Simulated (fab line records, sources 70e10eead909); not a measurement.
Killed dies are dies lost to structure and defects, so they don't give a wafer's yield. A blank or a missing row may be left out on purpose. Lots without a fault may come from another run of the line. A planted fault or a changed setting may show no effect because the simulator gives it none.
Which tool did it? | flow nand_harc | 12 lots, 35 wafers sampled, at 4 steps of a route of 1159

WHAT THE GAUGES READ, wafer by wafer
The record holds no reading of a measuring or inspecting step that can be judged against a usual standard deviation.

WHICH TOOL RAN EACH LOT (tool, then ch and the chambers of the sampled wafers, then the start)
lot  | NHARC_A_CHANNEL_FILL_D1_ALD_02   | NHARC_A_CHANNEL_FILL_D1_ALD_14   | NHARC_A_CHANNEL_FILL_D1_ETCHBACK_20 | NHARC_A_CHANNEL_FILL_D1_STRIP_28
L162 | ald_hk-03 ch 0,2, day 8 20:43    | ald_hk-03 ch 0,1, day 9 03:41    | rie_diel-03 ch 2,3, day 9 23:05     | rie_diel-03 ch 0,1, day 9 23:10
L163 | ald_hk-01 ch 1,2, day 9 05:33    | ald_hk-03 ch 1,2, day 9 12:29    | rie_diel-04 ch 0,2,3, day 10 05:24  | rie_diel-04 ch 0,1,3, day 10 05:28
L164 | ald_hk-01 ch 0,1,3, day 9 06:04  | ald_hk-02 ch 1,2, day 9 12:29    | rie_diel-07 ch 1,3, day 10 05:22    | rie_diel-07 ch 2,3, day 10 05:28
L165 | ald_hk-03 ch 0,1,2, day 9 11:58  | ald_hk-03 ch 1,2,3, day 9 18:58  | rie_diel-04 ch 0,3, day 10 12:44    | rie_diel-04 ch 1,2, day 10 12:50
L168 | ald_hk-01 ch 1,3, day 9 18:40    | ald_hk-03 ch 0,2,3, day 10 01:41 | rie_diel-03 ch 0,1,2, day 10 18:50  | rie_diel-03 ch 0,2,3, day 10 18:56
L167 | ald_hk-03 ch 0,1,2, day 9 19:17  | ald_hk-01 ch 2,3, day 10 01:44   | rie_diel-04 ch 0,1,2, day 10 18:51  | rie_diel-04 ch 0,1,3, day 10 18:56
L169 | ald_hk-01 ch 0,1,3, day 10 11:55 | ald_hk-03 ch 0,2,3, day 10 21:39 | rie_diel-07 ch 0,1,3, day 11 17:13  | rie_diel-07 ch 0,1,2, day 11 17:19
L172 | ald_hk-01 ch 1,2, day 11 05:31   | ald_hk-01 ch 0,1, day 11 12:26   | rie_diel-03 ch 0,1, day 12 05:24    | rie_diel-03 ch 2,3, day 12 05:28
L179 | ald_hk-03 ch 0,1, day 12 20:52   | ald_hk-01 ch 2,3, day 13 04:09   | rie_diel-03 ch 1,2,3, day 13 20:48  | rie_diel-03 ch 0,1,3, day 13 20:55
L183 | ald_hk-02 ch 0,2,3, day 13 14:13 | ald_hk-02 ch 1,2, day 13 21:01   | rie_diel-07 ch 0,2,3, day 14 14:07  | rie_diel-07 ch 0,1, day 14 14:11
L184 | ald_hk-03 ch 0,2,3, day 14 02:32 | ald_hk-02 ch 2,3, day 14 12:19   | rie_diel-03 ch 0,1,3, day 15 05:14  | rie_diel-03 ch 1,2, day 15 05:19
L185 | ald_hk-01 ch 0,1,3, day 14 14:26 | ald_hk-02 ch 1,2, day 14 23:16   | rie_diel-07 ch 1,2,3, day 15 16:16  | rie_diel-07 ch 0,1,2, day 15 16:21
- NHARC_A_CHANNEL_FILL_D1_ALD_02: deposits SiO2, target thk 6 nm, pulse time 10 s, ald cycles 60.
- NHARC_A_CHANNEL_FILL_D1_ALD_14: deposits SiO2, target thk 2.5 nm, pulse time 10 s, ald cycles 25.
- NHARC_A_CHANNEL_FILL_D1_ETCHBACK_20: etches the open film in C4F8/O2/Ar, target depth 27 nm, time 13.5 s.
- NHARC_A_CHANNEL_FILL_D1_STRIP_28: strips in O2, time 20 s.

WHAT THE TOOLS THEMSELVES READ (means of the sampled wafers that have a number; where no wafer has one, the mark that the record gives instead)
NHARC_A_CHANNEL_FILL_D1_ALD_02.
lot  | tool      | heater_power_w (W) | precursor_pulse_height_rel | susceptor_temp_C (C)
L162 | ald_hk-03 | 523                | 1.005                      | 300.12
L163 | ald_hk-01 | 493                | 0.994                      | 300.18
L164 | ald_hk-01 | 471                | 1.005                      | 299.81
L165 | ald_hk-03 | 510                | 0.976                      | 300.12
L168 | ald_hk-01 | 483                | 1.002                      | 300.09
L167 | ald_hk-03 | 514                | 1.000                      | 299.99
L169 | ald_hk-01 | 470                | 1.014                      | 299.96
L172 | ald_hk-01 | 487                | 0.986                      | 300.21
L179 | ald_hk-03 | 466                | 0.990                      | 300.01
L183 | ald_hk-02 | 445                | 0.996                      | 300.01
L184 | ald_hk-03 | 474                | 0.996                      | 300.05
L185 | ald_hk-01 | 475                | 0.999                      | 300.00

NHARC_A_CHANNEL_FILL_D1_ALD_14.
lot  | tool      | heater_power_w (W) | precursor_pulse_height_rel | susceptor_temp_C (C)
L162 | ald_hk-03 | 468                | 1.020                      | 300.10
L163 | ald_hk-03 | 529                | 0.997                      | 299.83
L164 | ald_hk-02 | 447                | 1.007                      | 299.89
L165 | ald_hk-03 | 500                | 1.008                      | 299.85
L168 | ald_hk-03 | 481                | 1.008                      | 299.85
L167 | ald_hk-01 | 526                | 1.001                      | 300.09
L169 | ald_hk-03 | 475                | 0.994                      | 299.91
L172 | ald_hk-01 | 454                | 0.995                      | 299.84
L179 | ald_hk-01 | 526                | 1.000                      | 299.99
L183 | ald_hk-02 | 445                | 0.998                      | 300.23
L184 | ald_hk-02 | 456                | 1.005                      | 300.20
L185 | ald_hk-02 | 449                | 1.015                      | 300.17

NHARC_A_CHANNEL_FILL_D1_ETCHBACK_20.
lot  | tool        | oes_product_au (a.u.) | rf_vpp_V (V)
L162 | rie_diel-03 | 1.00                  | 984
L163 | rie_diel-04 | 0.92                  | 976
L164 | rie_diel-07 | 0.91                  | 986
L165 | rie_diel-04 | 0.92                  | 982
L168 | rie_diel-03 | 1.00                  | 981
L167 | rie_diel-04 | 0.92                  | 974
L169 | rie_diel-07 | 1.00                  | 982
L172 | rie_diel-03 | 1.00                  | 978
L179 | rie_diel-03 | 1.01                  | 981
L183 | rie_diel-07 | 1.00                  | 983
L184 | rie_diel-03 | 1.00                  | 979
L185 | rie_diel-07 | 0.94                  | 984

NHARC_A_CHANNEL_FILL_D1_STRIP_28.
lot  | tool        | drypump_motor_current_A (A) | oes_product_au (a.u.) | rf_vpp_V (V) | showerhead_plenum_p_Torr (Torr) | throttle_valve_pct (%)
L162 | rie_diel-03 | 5.8                         | 1.001                 | 57.7         | 3.53                            | 17.030
L163 | rie_diel-04 | 5.7                         | 0.993                 | 57.8         | 3.56                            | 17.035
L164 | rie_diel-07 | 5.6                         | 0.988                 | 58.4         | 3.74                            | 17.029
L165 | rie_diel-04 | 5.8                         | 0.995                 | 57.1         | 3.50                            | 17.031
L168 | rie_diel-03 | 5.6                         | 1.007                 | 58.5         | 3.63                            | 17.031
L167 | rie_diel-04 | 5.8                         | 0.998                 | 57.3         | 3.56                            | 17.032
L169 | rie_diel-07 | 6.3                         | 0.998                 | 58.3         | 3.61                            | 17.042
L172 | rie_diel-03 | 5.7                         | 1.006                 | 57.8         | 3.66                            | 17.032
L179 | rie_diel-03 | 5.5                         | 1.001                 | 58.4         | 3.55                            | 17.028
L183 | rie_diel-07 | 6.0                         | 0.993                 | 58.5         | 3.54                            | 17.038
L184 | rie_diel-03 | 6.2                         | 1.004                 | 58.6         | 3.67                            | 17.034
L185 | rie_diel-07 | 6.3                         | 0.999                 | 58.1         | 3.60                            | 17.037

THE ANSWER, worked out from the rows above alone
Rule: what is usual is taken from the lots themselves. Put in order of their means at a reading, lots are off if they are a third of the lots or fewer, leave a main group of 4 or more, and stand apart from it by a gap of 3 or more times the standard deviation of the main group's means; of several such gaps the widest counts. A main group whose means are all the same, to the digits that the tables above print for the reading, isn't used. A lot without any number at a reading at which 4 lots or more have one is off too. The other lots that the step has rows for count as sound. The gauges are gone through in route order, then the tools' own readings, and for those a lot's mean is taken as printed above. The first step at which some lot is off is used, and at that step the reading that is off furthest; a lot without a number counts as furthest.
No lot is off at any reading shown: from this, nothing can be told.

WHAT THE SIMULATOR HAD PUT IN
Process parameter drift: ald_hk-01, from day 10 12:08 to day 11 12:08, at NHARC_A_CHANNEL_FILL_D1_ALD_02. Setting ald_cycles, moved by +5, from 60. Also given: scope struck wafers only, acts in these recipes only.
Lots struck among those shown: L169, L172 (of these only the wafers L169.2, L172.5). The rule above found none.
